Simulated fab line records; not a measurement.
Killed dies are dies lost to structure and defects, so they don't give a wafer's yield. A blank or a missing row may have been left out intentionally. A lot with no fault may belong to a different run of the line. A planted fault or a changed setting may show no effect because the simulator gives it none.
Which tool did it? | flow n5-finfet | 10 lots, 30 wafers sampled, at 6 steps of a route of 1938

## WHAT THE GAUGES READ, wafer by wafer
N5_BEOL_M15_INSPECT_55: inspects for defects (darkfield).
lot  | measured     | on                | raw-defect-count
L625 | day 13 10:50 | defect-inspect-01 | 61 95 78
L626 | day 14 08:35 | defect-inspect-02 | 77 49 51
L636 | day 16 10:23 | defect-inspect-01 | 63 58 671
L637 | day 16 15:52 | defect-inspect-01 | 658 84 41
L640 | day 17 16:47 | defect-inspect-02 | 81 89 70
L644 | day 18 12:46 | defect-inspect-02 | 47 41 52
L642 | day 18 13:41 | defect-inspect-02 | 75 90 61
L646 | day 19 13:15 | defect-inspect-01 | 88 40 77
L648 | day 19 22:27 | defect-inspect-01 | 72 41 48
L645 | day 20 09:17 | defect-inspect-01 | 95 60 89

N5_MIM_TOP_LITHO_INSPECT_12: inspects for defects (macro).
lot  | measured     | on                | raw-defect-count
L625 | day 13 16:03 | defect-inspect-02 | 2 1 0
L626 | day 14 12:52 | defect-inspect-01 | 0 5 2
L636 | day 16 14:12 | defect-inspect-02 | 3 1 >300
L637 | day 16 20:35 | defect-inspect-02 | >300 3 3
L640 | day 17 22:19 | defect-inspect-02 | 1 4 2
L644 | day 18 16:29 | defect-inspect-02 | 4 8 1
L642 | day 18 19:02 | defect-inspect-01 | 1 3 1
L646 | day 19 19:06 | defect-inspect-01 | 4 3 5
L648 | day 20 02:24 | defect-inspect-01 | 2 4 1
L645 | day 20 13:45 | defect-inspect-02 | 0 1 0

## EACH LOT AND THE TOOL THAT RAN IT (in order: tool; ch and the chambers of the sampled wafers; start)
lot  | N5_BEOL_M15_SPUTTER_45       | N5_BEOL_M15_ANNEAL_48            | N5_BEOL_M15_CMP_49            | N5_MIM_TOP_ALD_00
L625 | pvd-sputter-03, day 13 09:43 | rtp-anneal-01 ch 0, day 13 10:07 | cmp-02 ch 0,2,3, day 13 10:28 | ald-hk-01 ch 0,2,3, day 13 15:00
L626 | pvd-sputter-01, day 14 07:29 | rtp-anneal-02 ch 0, day 14 07:53 | cmp-03 ch 1,2,3, day 14 08:11 | ald-hk-03 ch 0,1,3, day 14 11:21
L636 | pvd-sputter-02, day 16 09:17 | rtp-anneal-01 ch 0, day 16 09:41 | cmp-03 ch 0,2,3, day 16 10:01 | ald-hk-02 ch 0,2,3, day 16 12:50
L637 | pvd-sputter-03, day 16 14:30 | rtp-anneal-01 ch 0, day 16 15:06 | cmp-03 ch 0,1,3, day 16 15:29 | ald-hk-02 ch 0,1,3, day 16 19:20
L640 | pvd-sputter-01, day 17 15:41 | rtp-anneal-01 ch 0, day 17 16:05 | cmp-02 ch 0,2,3, day 17 16:25 | ald-hk-03 ch 0,2,3, day 17 18:30
L644 | pvd-sputter-01, day 18 11:40 | rtp-anneal-01 ch 0, day 18 12:01 | cmp-02 ch 1,2,3, day 18 12:23 | ald-hk-01 ch 0,2,3, day 18 14:50
L642 | pvd-sputter-01, day 18 12:14 | rtp-anneal-02 ch 0, day 18 12:56 | cmp-02 ch 0,3, day 18 13:17   | ald-hk-01 ch 1,2,3, day 18 15:33
L646 | pvd-sputter-02, day 19 12:07 | rtp-anneal-01 ch 0, day 19 12:28 | cmp-01 ch 1,2,3, day 19 12:46 | ald-hk-02 ch 0,2,3, day 19 16:35
L648 | pvd-sputter-02, day 19 21:19 | rtp-anneal-02 ch 0, day 19 21:50 | cmp-01 ch 0,1, day 19 22:00   | ald-hk-01 ch 1,2, day 19 23:45
L645 | pvd-sputter-02, day 20 07:48 | rtp-anneal-01 ch 0, day 20 08:33 | cmp-02 ch 1,2, day 20 08:50   | ald-hk-01 ch 0,2, day 20 10:43
- N5_BEOL_M15_SPUTTER_45: material Cu, target thk 100 nm, time 16.67 s.
- N5_BEOL_M15_ANNEAL_48: time 90 s.
- N5_BEOL_M15_CMP_49: polishes, stops on SiO2, t overpolish 4.9 s, target thk 850 nm.
- N5_MIM_TOP_ALD_00: deposits Al2O3, purge time 3 s, co reactant pulse time 3 s.

## AS READ BY THE TOOLS THEMSELVES (means over the sampled wafers that have a number; for cases with no such wafer, the mark the record gives instead)
N5_BEOL_M15_SPUTTER_45.
lot  | tool           | bias-v (V) | throttle-valve-pct (%)
L625 | pvd-sputter-03 | 60.2       | 28.3
L626 | pvd-sputter-01 | 60.4       | 30.0
L636 | pvd-sputter-02 | 59.4       | 30.1
L637 | pvd-sputter-03 | 60.3       | 29.3
L640 | pvd-sputter-01 | 59.7       | 29.4
L644 | pvd-sputter-01 | 60.1       | 29.4
L642 | pvd-sputter-01 | 60.3       | 28.9
L646 | pvd-sputter-02 | 60.0       | 30.0
L648 | pvd-sputter-02 | 60.1       | 30.6
L645 | pvd-sputter-02 | 60.1       | 30.4

N5_BEOL_M15_ANNEAL_48.
lot  | tool          | anneal-temp-c (C) | wafer_temp_C_max
L625 | rtp-anneal-01 | 224.83            | 225.47
L626 | rtp-anneal-02 | 224.92            | 225.85
L636 | rtp-anneal-01 | 225.06            | 225.56
L637 | rtp-anneal-01 | 225.23            | 225.36
L640 | rtp-anneal-01 | 224.86            | 225.45
L644 | rtp-anneal-01 | 225.00            | 225.52
L642 | rtp-anneal-02 | 225.02            | 225.91
L646 | rtp-anneal-01 | 224.96            | 225.53
L648 | rtp-anneal-02 | 225.18            | 225.50
L645 | rtp-anneal-01 | 225.31            | 225.50

N5_BEOL_M15_CMP_49.
lot  | tool   | barrier-field-endpoint-s (s) | motor-current-A (A) | overpolish-run-s (s) | platen-rpm (rpm)
L625 | cmp-02 | 11.53                        | 7.8                 | 4.897                | 79.94
L626 | cmp-03 | 11.20                        | 9.6                 | 4.904                | 80.01
L636 | cmp-03 | 11.38                        | 8.8                 | 4.900                | 80.01
L637 | cmp-03 | 11.24                        | 9.7                 | 4.898                | 80.00
L640 | cmp-02 | 11.43                        | 7.6                 | 4.901                | 79.94
L644 | cmp-02 | 11.12                        | 7.8                 | 4.903                | 79.99
L642 | cmp-02 | 11.41                        | 7.5                 | 4.903                | 79.95
L646 | cmp-01 | 11.47                        | 8.2                 | 4.902                | 80.01
L648 | cmp-01 | 11.48                        | 8.3                 | 4.892                | 79.95
L645 | cmp-02 | 11.42                        | 7.9                 | 4.896                | 79.98

N5_MIM_TOP_ALD_00.
lot  | tool      | precursor-pulse-height-rel
L625 | ald-hk-01 | 0.999
L626 | ald-hk-03 | 1.023
L636 | ald-hk-02 | 1.008
L637 | ald-hk-02 | 1.018
L640 | ald-hk-03 | 0.985
L644 | ald-hk-01 | 0.999
L642 | ald-hk-01 | 0.992
L646 | ald-hk-02 | 0.987
L648 | ald-hk-01 | 1.024
L645 | ald-hk-01 | 1.016

## THE ANSWER, worked out from the rows above alone
Rule: usual is defined by the lots themselves. The widest of any qualifying gaps counts: lots, ordered by their means at a reading, are off when they make up no more than a third of the lots, leave a main group of 4 or more, and stand apart from it by 3 or more times the standard deviation of that group's means. Not used: any main group whose means are identical at the precision the tables above print for the reading. A lot without any number at a reading at which 4 lots or more have one is off too. The other lots that the step has rows for count as sound. First the gauges in route order, then the tools' own readings, where a lot's mean is used as printed above. The first step at which some lot is off is used, and at that step the reading that is off furthest; a lot without a number counts as furthest.
Off at N5_BEOL_M15_INSPECT_55 (raw-defect-count): L636, L637. Mean 68 and standard deviation 12 in the main group.
A tool fits if, at a process step before that reading, it ran every lot that is off, and no sound lot after the first of them. Gauges at N5_BEOL_M15_INSPECT_55: tried the same way as those tools. One fits: cmp-03 at N5_BEOL_M15_CMP_49. A fault onset in the window from L626 (day 14 08:11, its last sound lot) to L636 (day 16 10:01, its first lot off) fits.

## WHAT THE SIMULATOR PUT IN
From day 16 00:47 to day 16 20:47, cmp-03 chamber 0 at N5_BEOL_M15_CMP_49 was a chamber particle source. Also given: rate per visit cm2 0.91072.
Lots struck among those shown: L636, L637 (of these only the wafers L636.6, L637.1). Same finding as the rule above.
